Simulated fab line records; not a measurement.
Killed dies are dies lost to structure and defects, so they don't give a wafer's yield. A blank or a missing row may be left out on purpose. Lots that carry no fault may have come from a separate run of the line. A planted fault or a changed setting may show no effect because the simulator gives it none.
Matching of chambers	flow n5-finfet	N5_GATE_CUT_CMP_02 on cmp-03 has 4 sister chambers
The step polishes, stops on SiO2, t overpolish 12.7 s, target thk 0 nm. 4 wafers are shown with their chamber, then 10 later ones without.

== WAFERS PAIRED WITH THEIR CHAMBERS ==
wafer	chamber	motor-current-A (A)
L088.4	1	9.2
L089.3	0	8.2
L090.2	2	8.8
L090.5	3	9.0

== WAFERS MISSING THEIR CHAMBER ==
wafer	motor-current-A (A)
L090.6	8.3
L091.2	8.7
L091.5	8.6
L091.6	9.2
L092.1	9.5
L092.4	8.7
L092.6	8.8
L094.1	8.5
L094.2	8.7
L094.6	8.9

== WHICH CHAMBER EACH WENT THROUGH ==
wafer	from the rows above	in truth
L090.6	0	0
L091.2	can't be placed: 2 or 3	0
L091.5	can't be placed: 2 or 0 or 3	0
L091.6	can't be placed: 1 or 3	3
L092.1	can't be placed: 1 or 3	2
L092.4	can't be placed: 2 or 3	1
L092.6	can't be placed: 2 or 3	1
L094.1	can't be placed: 0 or 2 or 3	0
L094.2	can't be placed: 2 or 3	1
L094.6	can't be placed: 2 or 3 or 1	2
Correct placement for 1 of the 10. Unplaceable from these rows: 9, with the true chamber sitting among the candidates in 4. Number placed wrongly: 0.
How it was worked out, from the rows above alone: a wafer's distance from a chamber is the root of the sum, over the readings, of the square of ((its reading less the chamber's mean) divided by the reading's scatter). The wafer belongs to the nearest chamber; if the next one is less than 2 further off, it can't be placed. Each chamber's mean is taken over the wafers shown for it. The scatter: root of mean squared gap, hidden wafer to nearest shown wafer, with one shown wafer a chamber.
